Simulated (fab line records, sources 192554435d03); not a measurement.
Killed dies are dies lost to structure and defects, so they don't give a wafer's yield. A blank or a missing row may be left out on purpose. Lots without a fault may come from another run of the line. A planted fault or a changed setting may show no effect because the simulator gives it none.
fab line records | flow n5_finfet | part 1 of 2: steps 1 to 16 of 26
record lots=5 wafers=15 last_day=16
route steps=1938 shown BEOL_M7@1294
lots that met no fault: from a run of the same line without faults
start_h: hours from the record's first day to the start of the lot's first wafer shown | wait_h: hours since the lot's step before | " the same as in the row above | L1.1+2: a row that stands for several wafers | - no value, or no start given | * or withheld: withheld | < > ~ a bound
route shown NAME@n: a module of which the file shows steps, and the number in the route of the first | usual: mean/standard deviation of fault-free wafers | same: alike in all rows | chamber/n: place in a boat | sites: the reading at each site | _std_site: their standard deviation | _edge_site: outer sites' mean less inner sites' | radius_mm: how far each site lies from the wafer's centre | mask NAME#n: copy n | behind: the tool/chamber that last shaped the wafer | hold: why the lot was held/for how many hours/how that ended | device: the transistor (n, p or np) that didn't switch | end of line: the same wafers' tests at the end of the route | a step without rows: its recipe alone | killed: dies lost to structure and defects at the first sort, not the wafer's yield | map: a wafer's dies, x killed, . not, _ none there
set.NAME: the setting as run; set.NAME@STEP: as run at that earlier step | model.NAME: the simulator's own value behind a step, which no gauge read
lots at some steps of the route; a table a step, a row a wafer
services: from which hour (start_h, from the record's first day; less than 0 if before it) a tool's chamber was out of use, for how many hours, and why
## steps
# step N5_BEOL_M7_PEB_26
# recipe peb_temp_c=100 peb_time_s=60 resist=CAR-EUV
# same peb_time_s=60
# columns lot.wafer tool chamber start_h wait_h
L078.2+3+5 litho_track-03 0 207.98 0.1
L082.1+2+3 litho_track-02 0 278.01 0.1
L086.1+2+3 litho_track-01 0 278.21 0.1
L085.1+4+5 litho_track-02 0 287.79 0.1
L088.3+5+6 litho_track-02 0 292.86 0.0
# step N5_BEOL_M7_DEVELOP_27
# recipe develop_time_s=30 developer=TMAH resist=CAR-EUV rinse_liquid=surfactant_rinse dry=air_spin dev_temp_c=23
# usual developer_temp_C=22.99/0.11
# columns lot.wafer tool chamber start_h wait_h developer_temp_C
L078.2 litho_track-03 0 - - 23.04
L078.3 " 0 " " 23.02
L078.5 " 0 " " 22.97
L082.1 litho_track-02 0 - - 23.07
L082.2 " 0 " " 22.88
L082.3 " 0 " " 23.01
L086.1 litho_track-01 0 - - 23.00
L086.2 " 0 " " 23.11
L086.3 " 0 " " 22.99
L085.1 litho_track-02 0 - - 22.93
L085.4 " 0 " " 22.94
L085.5 " 0 " " 22.87
L088.3 litho_track-02 0 - - 22.80
L088.5 " 0 " " 22.75
L088.6 " 0 " " 23.05
# step N5_BEOL_M7_CD_MEAS_28
# recipe target_cd_nm=40 landing_energy_ev=500 detector=se_inlens
# usual cd_nm=40.06/0.24
# columns lot.wafer tool chamber start_h wait_h cd_nm
L078.2 cd_sem-01 0 208.05 - 40.27
L078.3 " 0 " " 40.21
L078.5 " 0 " " 40.31
L082.1 cd_sem-03 0 278.07 - 40.12
L082.2 " 0 " " 40.11
L082.3 " 0 " " 39.41
L086.1 cd_sem-03 0 278.28 - 40.03
L086.2 " 0 " " 40.06
L086.3 " 0 " " 39.79
L085.1 cd_sem-01 0 287.86 - 40.19
L085.4 " 0 " " 40.16
L085.5 " 0 " " 40.27
L088.3 cd_sem-03 0 292.93 - 40.37
L088.5 " 0 " " 40.27
L088.6 " 0 " " 39.93
# step N5_BEOL_M7_OVL_MEAS_29
# recipe points_per_wafer=522
# usual V6_OVL=-0.4/0.73
# same points_per_wafer=522
# columns lot.wafer tool chamber start_h wait_h V6_OVL[nm]
L078.2 overlay-01 0 208.09 0.0 -1.7
L078.3 " 0 " " -0.7
L078.5 " 0 " " -0.1
L082.1 overlay-01 0 278.10 0.0 -0.2
L082.2 " 0 " " 0.6
L082.3 " 0 " " -0.2
L086.1 overlay-01 0 278.31 0.0 -0.9
L086.2 " 0 " " -1.0
L086.3 " 0 " " -0.3
L085.1 overlay-01 0 287.92 0.1 0.9
L085.4 " 0 " " -0.1
L085.5 " 0 " " 0.5
L088.3 overlay-01 0 292.97 0.0 0.1
L088.5 " 0 " " 0.0
L088.6 " 0 " " -1.4
# step N5_BEOL_M7_INSPECT_30
# recipe mode=adi inspect_instrument=brightfield
# usual raw_defect_count=424/89
# columns lot.wafer tool chamber start_h wait_h raw_defect_count
L078.2 defect_inspect-02 - 208.14 0.0 490
L078.3 " - " " 415
L078.5 " - " " 362
L082.1 defect_inspect-02 - 278.16 0.1 262
L082.2 " - " " 404
L082.3 " - " " 323
L086.1 defect_inspect-02 - 278.37 0.1 316
L086.2 " - " " 379
L086.3 " - " " 421
L085.1 defect_inspect-02 - 287.97 0.1 549
L085.4 " - " " 557
L085.5 " - " " 540
L088.3 defect_inspect-01 - 293.02 0.0 319
L088.5 " - " " 277
L088.6 " - " " 349
# step N5_BEOL_M7_DESCUM_33
# recipe chemistry=O2 time_s=7 source_power_w=50 bias_power_w=20 pressure_mtorr=20 rf_frequency_hz=2.712e+07 temp_c=40 resist=CAR-EUV o2_flow_sccm=225
# usual drypump_motor_current_A=5.5/0.46 oes_product_au=0.76/0.077 rf_vpp_V=243.1/1.4 showerhead_plenum_p_Torr=2.09/0.062 throttle_valve_pct=20.42/0.14
# columns lot.wafer tool chamber start_h wait_h drypump_motor_current_A oes_product_au rf_hours_counter_h rf_vpp_V showerhead_plenum_p_Torr throttle_valve_pct
L078.2 rie_diel-03 2 208.21 0.1 5.4 0.92 22 243.2 2.05 20.36
L078.3 " 3 " " 6.2 0.81 80 242.1 2.02 20.37
L078.5 " 3 " " 6.2 0.81 - 242.0 2.02 20.38
L082.1 rie_diel-03 0 278.20 0.0 5.6 0.72 208 244.6 2.07 20.30
L082.2 " 2 " " 5.4 0.87 45 241.1 2.04 20.40
L082.3 " 1 " " 5.2 0.70 236 243.7 2.15 20.57
L086.1 rie_diel-05 1 278.59 0.2 5.8 0.71 195 241.7 1.99 20.31
L086.2 " 3 " " 5.8 0.73 172 244.4 2.09 20.54
L086.3 " 2 " " 6.1 0.76 168 243.6 2.09 20.40
L085.1 rie_diel-03 0 288.13 0.2 5.6 0.72 211 243.3 2.07 20.31
L085.4 " 3 " " 6.2 0.79 100 242.0 2.02 20.40
L085.5 " 1 " " 5.2 0.69 - 245.5 2.15 20.58
L088.3 rie_diel-05 3 293.38 0.4 5.8 0.72 177 243.9 2.09 20.53
L088.5 " 2 " " 6.1 0.74 - 242.8 2.09 20.39
L088.6 " 1 " " 5.8 0.70 - 241.2 1.99 20.32
# step N5_BEOL_M7_ETCH_72
# recipe chemistry=N2/H2 target=underlayer target_depth_a=65 mask_material=CAR-EUV time_s=5.2 ion_energy_ev=200 pressure_mtorr=30 source_w=840 bias_w=150 n2_flow_sccm=200 h2_flow_sccm=200 ends=cleared
# usual drypump_motor_current_A=5.5/0.46 etch_rf_on_time_s=5.24/0.08 oes_product_au=0.65/0.067 rf_vpp_V=523.7/2.5 showerhead_plenum_p_Torr=2.54/0.074 throttle_valve_pct=17.87/0.16
# columns lot.wafer tool chamber start_h wait_h drypump_motor_current_A etch_rf_on_time_s oes_product_au rf_hours_counter_h rf_vpp_V showerhead_plenum_p_Torr throttle_valve_pct
L078.2 rie_diel-03 2 208.24 0.0 5.4 5.08 0.78 22 523.8 2.49 17.79
L078.3 " 3 " " 6.2 5.08 0.69 80 522.5 2.47 17.73
L078.5 " 3 " " 6.2 5.07 0.70 - 520.6 2.47 17.75
L082.1 rie_diel-03 0 278.23 0.0 5.6 5.28 0.61 208 521.9 2.52 17.68
L082.2 " 2 " " 5.4 5.22 0.74 45 521.3 2.48 17.84
L082.3 " 1 " " 5.3 5.20 0.58 236 528.8 2.61 17.96
L086.1 rie_diel-05 1 278.63 0.0 5.8 5.30 0.62 195 523.2 2.42 17.75
L086.2 " 3 " " 5.8 5.36 0.60 172 526.9 2.53 17.93
L086.3 " 2 " " 6.1 5.24 0.65 168 524.7 2.54 17.80
L085.1 rie_diel-03 0 288.16 0.0 5.6 5.15 0.63 211 522.7 2.52 17.71
L085.4 " 3 " " 6.2 5.07 0.67 100 520.3 2.46 17.78
L085.5 " 1 " " 5.3 5.19 0.59 - 526.3 2.60 17.97
L088.3 rie_diel-05 3 293.41 0.0 5.9 5.33 0.59 177 523.3 2.53 17.96
L088.5 " 2 " " 6.1 5.27 0.64 - 522.3 2.53 17.82
L088.6 " 1 " " 5.8 5.38 0.60 - 519.3 2.42 17.76
# step N5_BEOL_M7_ETCH_65
# recipe chemistry=CF4 target=SiARC target_depth_a=156 mask_material=CAR-EUV time_s=26 ion_energy_ev=80 pressure_mtorr=40 source_w=545 bias_w=36 Ar_flow_sccm=100 cf4_flow_sccm=100 ends=cleared
# usual drypump_motor_current_A=5.5/0.46 etch_rf_on_time_s=26.2/0.38 mfc_ar_sccm=100.0/0.32 oes_product_au=0.65/0.066 rf_vpp_V=184.0/1.1 showerhead_plenum_p_Torr=2.14/0.06 throttle_valve_pct=15.61/0.15
# columns lot.wafer tool chamber start_h wait_h drypump_motor_current_A etch_rf_on_time_s mfc_ar_sccm oes_product_au rf_hours_counter_h rf_vpp_V showerhead_plenum_p_Torr throttle_valve_pct
L078.2 rie_diel-03 2 208.26 0.0 5.4 25.9 100.2 0.79 22 182.3 2.10 15.49
L078.3 " 3 " " 6.2 25.4 99.6 0.69 80 182.5 2.08 15.54
L078.5 " 3 " " 6.2 25.4 99.6 0.69 - 183.1 2.08 15.53
L082.1 rie_diel-03 0 278.25 0.0 5.6 25.9 100.1 0.62 208 184.2 2.12 15.56
L082.2 " 2 " " 5.4 25.8 100.3 0.74 45 181.6 2.10 15.53
L082.3 " 1 " " 5.3 26.1 99.6 0.58 236 184.1 2.20 15.83
L086.1 rie_diel-05 1 278.64 0.0 5.8 26.7 100.0 0.60 195 182.7 2.05 15.54
L086.2 " 3 " " 5.9 26.5 99.9 0.61 172 183.5 2.13 15.68
L086.3 " 2 " " 6.1 26.4 100.3 0.64 168 185.1 2.14 15.63
L085.1 rie_diel-03 0 288.18 0.0 5.6 26.4 99.7 0.61 211 185.6 2.12 15.57
L085.4 " 3 " " 6.2 25.8 100.4 0.67 100 184.3 2.07 15.59
L085.5 " 1 " " 5.3 26.3 100.1 0.59 - 182.9 2.20 15.83
L088.3 rie_diel-05 3 293.43 0.0 5.8 26.6 100.3 0.60 177 184.7 2.13 15.72
L088.5 " 2 " " 6.1 26.2 99.7 0.65 - 184.6 2.14 15.62
L088.6 " 1 " " 5.8 26.1 100.6 0.61 - 183.5 2.05 15.56
# step N5_BEOL_M7_ETCH_66
# recipe chemistry=N2/H2 target=SOC target_depth_a=800 overetch_a=160 mask_material=SiARC temp_c=40 time_s=120 ion_energy_ev=200 pressure_mtorr=30 source_w=840 bias_w=150 n2_flow_sccm=200 h2_flow_sccm=200
# usual drypump_motor_current_A=5.5/0.46 oes_product_au=0.59/0.056 rf_vpp_V=523.6/2.2 showerhead_plenum_p_Torr=2.54/0.074 throttle_valve_pct=17.83/0.16
# columns lot.wafer tool chamber start_h wait_h drypump_motor_current_A oes_product_au rf_hours_counter_h rf_vpp_V showerhead_plenum_p_Torr throttle_valve_pct
L078.2 rie_diel-03 2 208.29 0.0 5.4 0.70 22 522.5 2.49 17.73
L078.3 " 3 " " 6.2 0.62 80 522.5 2.47 17.70
L078.5 " 3 " " 6.2 0.61 - 522.4 2.47 17.71
L082.1 rie_diel-03 0 278.28 0.0 5.6 0.56 208 522.9 2.52 17.64
L082.2 " 2 " " 5.4 0.67 45 522.3 2.48 17.78
L082.3 " 1 " " 5.3 0.53 236 525.3 2.60 17.94
L086.1 rie_diel-05 1 278.67 0.0 5.8 0.55 195 520.1 2.42 17.71
L086.2 " 3 " " 5.8 0.55 172 524.4 2.53 17.89
L086.3 " 2 " " 6.1 0.57 168 524.9 2.54 17.77
L085.1 rie_diel-03 0 288.21 0.0 5.6 0.56 211 522.6 2.52 17.65
L085.4 " 3 " " 6.2 0.60 100 521.5 2.46 17.74
L085.5 " 1 " " 5.3 0.53 - 525.7 2.60 17.94
L088.3 rie_diel-05 3 293.46 0.0 5.8 0.56 178 523.5 2.53 17.90
L088.5 " 2 " " 6.1 0.58 - 523.3 2.53 17.78
L088.6 " 1 " " 5.8 0.54 - 519.5 2.42 17.72
# step N5_BEOL_M7_STRIP_69
# recipe chemistry=N2/H2 temp_c=40 n2_flow_sccm=200 h2_flow_sccm=200 rf_frequency_hz=6e+07
# columns lot.wafer tool chamber start_h wait_h
L078.2+3+5 rie_diel-03 2,3,3 208.37 0.0
L082.1+2+3 rie_diel-03 0,2,1 278.36 0.0
L086.1+2+3 rie_diel-05 1,3,2 278.75 0.0
L085.1+4+5 rie_diel-03 0,3,1 288.29 0.0
L088.3+5+6 rie_diel-05 3,2,1 293.54 0.0
# step N5_BEOL_M7_STRIP_73
# recipe chemistry=N2/H2 temp_c=40 n2_flow_sccm=200 h2_flow_sccm=200 rf_frequency_hz=6e+07
# columns lot.wafer tool chamber start_h wait_h
L078.2+3+5 rie_diel-03 2,3,3 208.38 0.0
L082.1+2+3 rie_diel-03 0,2,1 278.37 0.0
L086.1+2+3 rie_diel-05 1,3,2 278.76 0.0
L085.1+4+5 rie_diel-03 0,3,1 288.30 0.0
L088.3+5+6 rie_diel-05 3,2,1 293.55 0.0
# step N5_BEOL_M7_VIA_ETCH_34
# recipe chemistry=C4F6/O2 target=SiCOH_lowk target_depth_a=1255 mask_material=SOC taper_deg=4 time_s=50.5 ion_energy_ev=250 pressure_mtorr=30 source_w=345 bias_w=185 Ar_flow_sccm=300 C4F6_flow_sccm=10 O2_flow_sccm=10
# usual drypump_motor_current_A=5.5/0.46 mfc_ar_sccm=300.1/0.88 oes_product_au=0.76/0.077 rf_vpp_V=666/7.9 showerhead_plenum_p_Torr=2.84/0.079 throttle_valve_pct=20.89/0.13
# columns lot.wafer tool chamber start_h wait_h drypump_motor_current_A mfc_ar_sccm oes_product_au rf_hours_counter_h rf_vpp_V showerhead_plenum_p_Torr throttle_valve_pct
L078.2 rie_diel-03 2 208.39 0.0 5.4 301.5 0.92 22 673 2.79 20.82
L078.3 " 3 " " 6.2 300.3 0.80 80 669 2.76 20.86
L078.5 " 3 " " 6.2 299.6 0.81 - 671 2.76 20.85
L082.1 rie_diel-03 0 278.38 0.0 5.6 301.6 0.72 208 661 2.82 20.79
L082.2 " 2 " " 5.4 301.1 0.88 45 672 2.78 20.86
L082.3 " 1 " " 5.2 299.8 0.69 236 665 2.93 21.08
L086.1 rie_diel-05 1 278.77 0.0 5.8 301.6 0.71 195 651 2.73 20.79
L086.2 " 3 " " 5.8 299.9 0.71 172 666 2.83 20.93
L086.3 " 2 " " 6.1 299.7 0.75 168 679 2.84 20.85
L085.1 rie_diel-03 0 288.31 0.0 5.6 298.8 0.72 211 662 2.82 20.77
L085.4 " 3 " " 6.2 300.6 0.79 100 670 2.75 20.87
L085.5 " 1 " " 5.3 301.2 0.68 - 665 2.93 21.09
L088.3 rie_diel-05 3 293.56 0.0 5.8 299.5 0.72 178 665 2.83 20.94
L088.5 " 2 " " 6.1 298.8 0.75 - 680 2.84 20.85
L088.6 " 1 " " 5.8 299.4 0.71 - 652 2.73 20.81
# step N5_BEOL_M7_STRIP_76
# recipe chemistry=C4F6/O2 resist=SiARC rf_frequency_hz=6e+07
# columns lot.wafer tool chamber start_h wait_h
L078.2+3+5 rie_diel-03 2,3,3 208.43 0.0
L082.1+2+3 rie_diel-03 0,2,1 278.42 0.0
L086.1+2+3 rie_diel-05 1,3,2 278.81 0.0
L085.1+4+5 rie_diel-03 0,3,1 288.35 0.0
L088.3+5+6 rie_diel-05 3,2,1 293.60 0.0
# step N5_BEOL_M7_STRIP_36
# recipe chemistry=N2/H2 power_w=450 temp_c=40 pressure_mtorr=20 rf_frequency_hz=6e+07 overash_fraction=0.3 bias_power_w=7 h2_frac=0.5 n2_flow_sccm=200 h2_flow_sccm=200
# usual drypump_motor_current_A=5.5/0.46 oes_product_au=0.77/0.076 rf_vpp_V=59.3/1.4 showerhead_plenum_p_Torr=2.53/0.074 throttle_valve_pct=23.69/0.23
# columns lot.wafer tool chamber start_h wait_h drypump_motor_current_A oes_product_au rf_hours_counter_h rf_vpp_V showerhead_plenum_p_Torr throttle_valve_pct
L078.2 rie_diel-03 2 208.44 0.0 5.4 0.93 23 58.5 2.48 23.71
L078.3 " 3 " " 6.2 0.80 80 58.9 2.46 23.50
L078.5 " 3 " " 6.2 0.81 - 58.0 2.46 23.53
L082.1 rie_diel-03 0 278.43 0.0 5.6 0.72 208 61.5 2.51 23.33
L082.2 " 2 " " 5.4 0.89 45 57.3 2.47 23.73
L082.3 " 1 " " 5.3 0.70 236 58.5 2.60 23.69
L086.1 rie_diel-05 1 278.82 0.0 5.8 0.71 195 58.8 2.42 23.47
L086.2 " 3 " " 5.8 0.72 172 58.7 2.53 23.73
L086.3 " 2 " " 6.1 0.76 168 58.9 2.53 23.58
L085.1 rie_diel-03 0 288.36 0.0 5.7 0.71 211 57.5 2.51 23.33
L085.4 " 3 " " 6.2 0.77 100 58.6 2.45 23.51
L085.5 " 1 " " 5.3 0.69 - 60.4 2.60 23.67
L088.3 rie_diel-05 3 293.61 0.0 5.8 0.73 178 58.3 2.53 23.76
L088.5 " 2 " " 6.1 0.75 - 61.0 2.53 23.56
L088.6 " 1 " " 5.8 0.71 - 57.6 2.42 23.45
# step N5_BEOL_M7_TRENCH_ETCH_37
# recipe chemistry=C4F6/O2 target_depth_a=934.78 target=SiCOH_lowk time_s=31.2 ion_energy_ev=250 pressure_mtorr=30 source_w=345 bias_w=185 Ar_flow_sccm=300 C4F6_flow_sccm=10 O2_flow_sccm=10
# usual drypump_motor_current_A=5.5/0.46 mfc_ar_sccm=299.9/0.95 oes_product_au=0.76/0.078 rf_vpp_V=667/8.1 showerhead_plenum_p_Torr=2.84/0.079 throttle_valve_pct=20.92/0.13
# columns lot.wafer tool chamber start_h wait_h drypump_motor_current_A mfc_ar_sccm oes_product_au rf_hours_counter_h rf_vpp_V showerhead_plenum_p_Torr throttle_valve_pct
L078.2 rie_diel-03 2 - - 5.4 299.8 0.92 23 673 2.79 20.85
L078.3 " 3 " " 6.2 300.1 0.81 80 670 2.76 20.89
L078.5 " 3 " " 6.2 299.3 0.81 - 671 2.76 20.89
L082.1 rie_diel-03 0 - - 5.6 300.8 0.72 208 662 2.82 20.80
L082.2 " 2 " " 5.4 300.8 0.87 45 675 2.78 20.89
L082.3 " 1 " " 5.2 301.0 0.69 236 663 2.93 21.13
L086.1 rie_diel-05 1 - - 5.8 298.7 0.70 195 653 2.73 20.84
L086.2 " 3 " " 5.8 301.4 0.71 172 667 2.83 20.96
L086.3 " 2 " " 6.1 298.8 0.75 168 680 2.84 20.89
L085.1 rie_diel-03 0 - - 5.6 299.7 0.72 211 662 2.82 20.81
L085.4 " 3 " " 6.2 300.8 0.78 100 669 2.76 20.91
L085.5 " 1 " " 5.3 300.2 0.68 - 663 2.93 21.14
L088.3 rie_diel-05 3 - - 5.8 300.4 0.71 178 666 2.83 20.98
L088.5 " 2 " " 6.1 299.4 0.75 - 680 2.84 20.90
L088.6 " 1 " " 5.8 300.0 0.70 - 653 2.73 20.85
# step N5_BEOL_M7_ETCH_41
# recipe chemistry=CH3F/O2 target=SiCN target_depth_a=319 taper_deg=2 time_s=57.8 ion_energy_ev=120 mask_material=TiN pressure_mtorr=30 source_w=395 bias_w=75 Ar_flow_sccm=150 CH3F_flow_sccm=30 O2_flow_sccm=20
# usual CH3F_flow_sccm=30.01/0.092 drypump_motor_current_A=5.5/0.46 mfc_ar_sccm=150.0/0.42 oes_product_au=0.76/0.078 rf_vpp_V=297.3/1.4 showerhead_plenum_p_Torr=2.00/0.058 throttle_valve_pct=16.32/0.15
# columns lot.wafer tool chamber start_h wait_h CH3F_flow_sccm drypump_motor_current_A mfc_ar_sccm oes_product_au rf_hours_counter_h rf_vpp_V showerhead_plenum_p_Torr throttle_valve_pct
L078.2 rie_diel-03 2 - - 29.99 5.4 150.3 0.92 23 295.5 1.96 16.18
L078.3 " 3 " " 29.94 6.2 150.3 0.81 80 297.8 1.94 16.27
L078.5 " 3 " " 30.12 6.2 150.3 0.82 - 297.7 1.94 16.25
L082.1 rie_diel-03 0 - - 30.16 5.6 150.5 0.73 208 297.1 1.98 16.25
L082.2 " 2 " " 30.03 5.4 149.9 0.89 45 295.1 1.95 16.22
L082.3 " 1 " " 29.98 5.3 150.0 0.70 236 299.8 2.06 16.53
L086.1 rie_diel-05 1 - - 30.07 5.8 150.0 0.70 195 296.1 1.91 16.26
L086.2 " 3 " " 29.91 5.8 151.0 0.71 172 296.5 1.99 16.39
L086.3 " 2 " " 30.18 6.1 149.4 0.76 168 298.1 2.00 16.30
L085.1 rie_diel-03 0 - - 30.08 5.6 149.0 0.72 211 296.4 1.98 16.24
L085.4 " 3 " " 30.05 6.2 150.5 0.79 100 297.3 1.93 16.30
L085.5 " 1 " " 30.18 5.2 149.7 0.69 - 297.5 2.06 16.56
L088.3 rie_diel-05 3 - - 30.08 5.8 150.0 0.70 178 296.5 1.99 16.38
L088.5 " 2 " " 30.07 6.1 150.2 0.75 - 297.2 1.99 16.28
L088.6 " 1 " " 29.93 5.8 150.1 0.70 - 296.3 1.91 16.29
